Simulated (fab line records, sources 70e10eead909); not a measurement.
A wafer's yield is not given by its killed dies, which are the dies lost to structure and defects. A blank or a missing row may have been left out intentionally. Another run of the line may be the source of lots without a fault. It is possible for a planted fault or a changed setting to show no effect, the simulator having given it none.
A struck lot beside a sound one | flow nandHarc | 40 out of 1159 route steps
Sound: wafers L221.1, L221.3, L221.4. The struck wafers were L230.1, L230.2, L230.3. At the end, the cause is stated.
For every step that has rows: the tool of each side, followed by ch and its chambers, followed by its first start. Under that, the readings that differ: sound wafers | struck wafers | difference of the means | sigmas: that difference in standard deviations of wafers without a fault.
alike: a reading whose means differ by less than 2 such deviations, as well as words and numbers matching on both sides. not compared: withheld readings; readings where some wafer has no value; bounds like >300 that might hide an equal value; numbers whose values overlap and for which the record gives no deviation.
Wherever a step has rows on one side only, a row that says differs or no value, or a row with sigmas, the two part there. Numbers that have no deviation but don't overlap get no sigmas and don't part them. A reading missing from all wafers of one side parts the sides only when that side holds two or more wafers.

first, 1 step without rows for these wafers: NHARC_P_CONTACT_DEVELOP_11 (develop time 35 s).
NHARC_P_CONTACT_CD_MEAS_12: the cd target is 90 nm.
  sound on cdSem-02 ch 0, day 7 09:44; struck on cdSem-02 ch 0, day 9 17:08
reading   | sound          | struck         | difference | sigmas
cdNm (nm) | 89.5 90.0 89.3 | 93.4 93.9 93.6 | +4.0       | +7
NHARC_P_CONTACT_OVL_MEAS_13:
  struck on overlay-01, day 9 17:13; sound on overlay-02, day 7 09:50
  alike: overlayXNm, overlayYNm
NHARC_P_CONTACT_INSPECT_14:
  struck on defectInspect-02, day 9 17:15; sound on defectInspect-02, day 7 09:52
  alike: rawDefectCount
then, 1 step without rows for these wafers: NHARC_P_CONTACT_DESCUM_17 (chemistry O2, time 3 s).
NHARC_P_CONTACT_ETCH_35: etches the open film in CF4, target depth 39 nm, time 65 s.
  sound on rieDiel-04 ch 0,1,3, day 7 10:01; struck on rieDiel-04 ch 1,2,3, day 9 17:24
reading             | sound | struck | difference | sigmas
rfHoursCounterH (h) | 2 2 2 | 8 7 8  | +6         | 
  alike: drypumpMotorCurrentA, oesProductAu, rfFwdPowerW, rfVppV, showerheadPlenumPTorr, throttleValvePct
NHARC_P_CONTACT_ETCH_36: etches the open film in N2/H2, target depth 260 nm, time 406.25 s.
  sound on rieDiel-04 ch 0,2,3; struck on rieDiel-04 ch 0,1,2
reading             | sound | struck | difference | sigmas
rfHoursCounterH (h) | 2 3 3 | 7 8 7  | +5         | 
  alike: drypumpMotorCurrentA, h2FlowSccm, oesProductAu, rfFwdPowerW, rfVppV, showerheadPlenumPTorr, throttleValvePct
then, 3 steps without rows for these wafers: NHARC_P_CONTACT_ETCH_18 (etches the open film in C4F8/O2/Ar, target depth 481 nm, time 240.5 s); NHARC_P_CONTACT_STRIP_37 (strips in C4F8/O2/Ar); NHARC_P_CONTACT_ETCH_31 (etches the open film in CH3F/O2, target depth 30 nm, time 85.7 s).
NHARC_P_CONTACT_CD_MEAS_19:
  struck on cdSem-01, day 9 18:11; sound on cdSem-02, day 7 10:48
reading   | sound          | struck         | difference | sigmas
cdNm (nm) | 88.4 90.5 89.6 | 93.4 93.9 93.8 | +4.2       | +4
then, 1 step without rows for these wafers: NHARC_P_CONTACT_STRIP_28 (strips in O2).
NHARC_P_CONTACT_STRIP_29: strips in post etch residue remover, time 1200 s.
  sound on wetBench-03 ch 0,2,6, day 7 11:09; struck on wetBench-03 ch 0,5,7, day 9 18:28
then, 3 steps without rows for these wafers: NHARC_P_CONTACT_DEGAS_38 (time 60 s); NHARC_P_CONTACT_PRE_CLEAN_39 (time 19.5 s); NHARC_P_CONTACT_PVD_32 (deposits Ti, target thk 5 nm, time 17.7 s).
NHARC_P_CONTACT_ALD_22: deposits TiN, target thk 3 nm, pulse time 1 s, ald cycles 150.
  sound on aldMetal-01 ch 0,2,3, day 7 11:51; struck on aldMetal-04 ch 0,1,2, day 9 19:12
  alike: heaterPowerW, precursorPulseHeightRel
then, 13 steps without rows for these wafers: NHARC_P_CONTACT_CVD_23 (deposits W, target thk 200 nm, time 557 s); NHARC_P_CONTACT_CMP_24 (polishes, t overpolish 30 s, target thk 200 nm); NHARC_P_CONTACT_SRD_26; NHARC_P_M0_DEP_00 (deposits SiOC, target thk 150 nm); NHARC_P_M0_DEHYDRATE_01 (time 120 s); NHARC_P_M0_HMDS_02 (time 30 s); NHARC_P_M0_COAT_33 (time 65 s); NHARC_P_M0_COAT_03 (resist thk 90 nm); NHARC_P_M0_SOFTBAKE_04 (time 55 s); NHARC_P_M0_EBR_05; NHARC_P_M0_EXPOSE_06 (exposes mask P M0, target cd 90 nm); NHARC_P_M0_PEB_07 (peb time 65 s); NHARC_P_M0_DEVELOP_08 (develop time 35 s).
NHARC_P_M0_CD_MEAS_09: the cd target is 90 nm.
  sound on cdSem-01 ch 0, day 7 17:16; struck on cdSem-02 ch 0, day 9 23:19
  alike: cdNm
NHARC_P_M0_OVL_MEAS_10: pitch 180 nm.
  struck on overlay-01, day 9 23:24; sound on overlay-02, day 7 17:22
  alike: overlayXNm, overlayYNm
then, 1 step without rows for these wafers: NHARC_P_M0_DESCUM_14 (chemistry O2, time 3 s).
NHARC_P_M0_ETCH_34: etches the open film in N2/H2, target depth 40 nm, overetch 12 nm, time 43.94 s.
  sound on rieDiel-05 ch 0,1,3, day 7 17:33; struck on rieDiel-05 ch 0,1,2, day 9 23:35
reading             | sound    | struck | difference | sigmas
rfHoursCounterH (h) | 11 11 12 | 2 3 2  | -9         | 
  alike: drypumpMotorCurrentA, h2FlowSccm, oesProductAu, rfFwdPowerW, rfVppV, showerheadPlenumPTorr, throttleValvePct
NHARC_P_M0_ETCH_15: etches the open film in C4F8/Ar, target depth 150 nm, overetch 15 nm, time 82.5 s.
  sound on rieDiel-05 ch 1,2,3; struck on rieDiel-05 ch 0,1,3
reading             | sound    | struck | difference | sigmas
rfHoursCounterH (h) | 12 11 12 | 2 3 2  | -9         | 
  alike: oesProductAu, rfFwdPowerW, rfVppV
NHARC_P_M0_CD_MEAS_16:
  struck on cdSem-02, day 9 23:47; sound on cdSem-03, day 7 17:46
  alike: cdNm
then, 3 steps without rows for these wafers: NHARC_P_M0_STRIP_18 (strips in N2/H2); NHARC_P_M0_STRIP_19 (strips in post etch residue remover, time 600 s); NHARC_P_M0_DEGAS_28 (time 60 s).
-- record jumps: 13 days between struck wafers' starts before vs after; left off in module P_M0, resumes in module END, first step shown is number 1159 of the route --
NHARC_END_SORT_01:
  at this point the record logs the struck wafers (prober-01 ch 0, day 23 04:38) and has no rows for the sound ones

## WHERE THEY PART
Earliest at NHARC_P_CONTACT_CD_MEAS_12; latest, in this record, at NHARC_END_SORT_01.

WHY: whatever the simulator had introduced
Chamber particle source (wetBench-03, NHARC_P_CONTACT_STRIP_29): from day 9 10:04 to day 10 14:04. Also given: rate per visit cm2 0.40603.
